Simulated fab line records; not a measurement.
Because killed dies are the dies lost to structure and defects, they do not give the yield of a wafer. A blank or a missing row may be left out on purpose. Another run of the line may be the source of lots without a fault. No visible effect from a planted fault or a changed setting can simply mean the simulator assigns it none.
Split-lot experiment :: flow n5-finfet :: 21 wafers read across 7 lots, on a route 1938 steps long

ON THE SPLIT
At N5_BEOL_M15_SPUTTER_43 (material TaN, target thk 15 nm, time 24.19 s), the setting time-s was moved away from the recipe's 24.19 s on 8 of the 21 wafers read, by -15.0% to +13.5%. This setting was run at the recipe's value on the other wafers.

The split's own step is where the reading is taken.

THE READING
TaN_of_BEOL_M15_SPUTTER_43.thk-nm (the simulator's own value, which no gauge read), in nm, at N5_BEOL_M15_SPUTTER_43 (material TaN, target thk 15 nm, time 24.19 s). The file does not state a usual value for it. Here, 13 wafers ran the recipe; their average is 15.0 nm with a standard deviation of 0.11 nm.

wafer: L077.1
tool, chamber at the split: pvd-sputter-02, -
time-s as run, s: 24.19
against the recipe: recipe
TaN_of_BEOL_M15_SPUTTER_43.thk-nm, nm: 15
against lot-mates on the recipe: -

wafer: L077.3
tool, chamber at the split: pvd-sputter-02, -
time-s as run, s: 24.19
against the recipe: recipe
TaN_of_BEOL_M15_SPUTTER_43.thk-nm, nm: 15
against lot-mates on the recipe: -

wafer: L077.5
tool, chamber at the split: pvd-sputter-02, -
time-s as run, s: 20.66
against the recipe: -14.6%
TaN_of_BEOL_M15_SPUTTER_43.thk-nm, nm: 12.8
against lot-mates on the recipe: -2.2

wafer: L082.1
tool, chamber at the split: pvd-sputter-01, -
time-s as run, s: 22.83
against the recipe: -5.6%
TaN_of_BEOL_M15_SPUTTER_43.thk-nm, nm: 14
against lot-mates on the recipe: -1.2

wafer: L082.3
tool, chamber at the split: pvd-sputter-01, -
time-s as run, s: 22.83
against the recipe: -5.6%
TaN_of_BEOL_M15_SPUTTER_43.thk-nm, nm: 14.4
against lot-mates on the recipe: -0.8

wafer: L082.5
tool, chamber at the split: pvd-sputter-01, -
time-s as run, s: 24.19
against the recipe: recipe
TaN_of_BEOL_M15_SPUTTER_43.thk-nm, nm: 15.2
against lot-mates on the recipe: -

wafer: L087.2
tool, chamber at the split: pvd-sputter-02, -
time-s as run, s: 24.19
against the recipe: recipe
TaN_of_BEOL_M15_SPUTTER_43.thk-nm, nm: 14.8
against lot-mates on the recipe: -

wafer: L087.3
tool, chamber at the split: pvd-sputter-02, -
time-s as run, s: 24.19
against the recipe: recipe
TaN_of_BEOL_M15_SPUTTER_43.thk-nm, nm: 14.8
against lot-mates on the recipe: -

wafer: L087.5
tool, chamber at the split: pvd-sputter-02, -
time-s as run, s: 27.45
against the recipe: +13.5%
TaN_of_BEOL_M15_SPUTTER_43.thk-nm, nm: 17
against lot-mates on the recipe: +2.2

wafer: L092.3
tool, chamber at the split: pvd-sputter-01, -
time-s as run, s: 24.19
against the recipe: recipe
TaN_of_BEOL_M15_SPUTTER_43.thk-nm, nm: 15
against lot-mates on the recipe: -

wafer: L092.4
tool, chamber at the split: pvd-sputter-01, -
time-s as run, s: 24.19
against the recipe: recipe
TaN_of_BEOL_M15_SPUTTER_43.thk-nm, nm: 15
against lot-mates on the recipe: -

wafer: L092.6
tool, chamber at the split: pvd-sputter-01, -
time-s as run, s: 24.19
against the recipe: recipe
TaN_of_BEOL_M15_SPUTTER_43.thk-nm, nm: 15
against lot-mates on the recipe: -

wafer: L094.1
tool, chamber at the split: pvd-sputter-01, -
time-s as run, s: 24.19
against the recipe: recipe
TaN_of_BEOL_M15_SPUTTER_43.thk-nm, nm: 15
against lot-mates on the recipe: -

wafer: L094.3
tool, chamber at the split: pvd-sputter-01, -
time-s as run, s: 24.19
against the recipe: recipe
TaN_of_BEOL_M15_SPUTTER_43.thk-nm, nm: 15
against lot-mates on the recipe: -

wafer: L094.4
tool, chamber at the split: pvd-sputter-01, -
time-s as run, s: 24.19
against the recipe: recipe
TaN_of_BEOL_M15_SPUTTER_43.thk-nm, nm: 15
against lot-mates on the recipe: -

wafer: L095.1
tool, chamber at the split: pvd-sputter-02, -
time-s as run, s: 25.58
against the recipe: +5.7%
TaN_of_BEOL_M15_SPUTTER_43.thk-nm, nm: 15.8
against lot-mates on the recipe: +1.0

wafer: L095.2
tool, chamber at the split: pvd-sputter-02, -
time-s as run, s: 25.58
against the recipe: +5.7%
TaN_of_BEOL_M15_SPUTTER_43.thk-nm, nm: 15.8
against lot-mates on the recipe: +1.0

wafer: L095.3
tool, chamber at the split: pvd-sputter-02, -
time-s as run, s: 24.19
against the recipe: recipe
TaN_of_BEOL_M15_SPUTTER_43.thk-nm, nm: 14.8
against lot-mates on the recipe: -

wafer: L097.3
tool, chamber at the split: pvd-sputter-02, -
time-s as run, s: 20.57
against the recipe: -15.0%
TaN_of_BEOL_M15_SPUTTER_43.thk-nm, nm: 12.8
against lot-mates on the recipe: -2.2

wafer: L097.4
tool, chamber at the split: pvd-sputter-02, -
time-s as run, s: 20.57
against the recipe: -15.0%
TaN_of_BEOL_M15_SPUTTER_43.thk-nm, nm: 12.6
against lot-mates on the recipe: -2.4

wafer: L097.6
tool, chamber at the split: pvd-sputter-02, -
time-s as run, s: 24.19
against the recipe: recipe
TaN_of_BEOL_M15_SPUTTER_43.thk-nm, nm: 15
against lot-mates on the recipe: -

FIT RESULTS
A straight line over all 21 wafers: TaN_of_BEOL_M15_SPUTTER_43.thk-nm changes by +0.149 nm for each +1% of time-s; r = +0.99; the points scatter about the line by 0.12 nm.
The same after taking each lot's own level away (the mean of its wafers on the recipe; 21 wafers): +0.158 nm for each +1%; r = +1.00; scatter 0.093 nm.
That fit puts the effect of the largest move of time-s on the reading at 2.4 nm.
The lots' own levels span 14.80 to 15.20 nm, that is 3.8 times the standard deviation above.
The two slopes agree, so the slope changes little with the lot-to-lot level.
Check: -2.4 nm against its lot-mates is what the line predicts for one of the wafers moved furthest among these (-15.0%) when that wafer is left out of the fit. It came out at -2.2 nm against them.

ADDITIONAL SPLITS CARRIED BY THESE WAFERS
These wafers also went through other splits before the reading. Each is held against what the fit with the lots' levels taken away leaves over:
other split on the same wafers: N5_BEOL_M14_DEVELOP_27 develop-time-s
wafers away from the commonest value: 10
r with TaN_of_BEOL_M15_SPUTTER_43.thk-nm (lot level and that fit taken away): -0.15

FILE'S OWN FIT
TaN_of_BEOL_M15_SPUTTER_43.thk-nm changes by +0.157 nm for each +1% of time-s, r = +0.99.
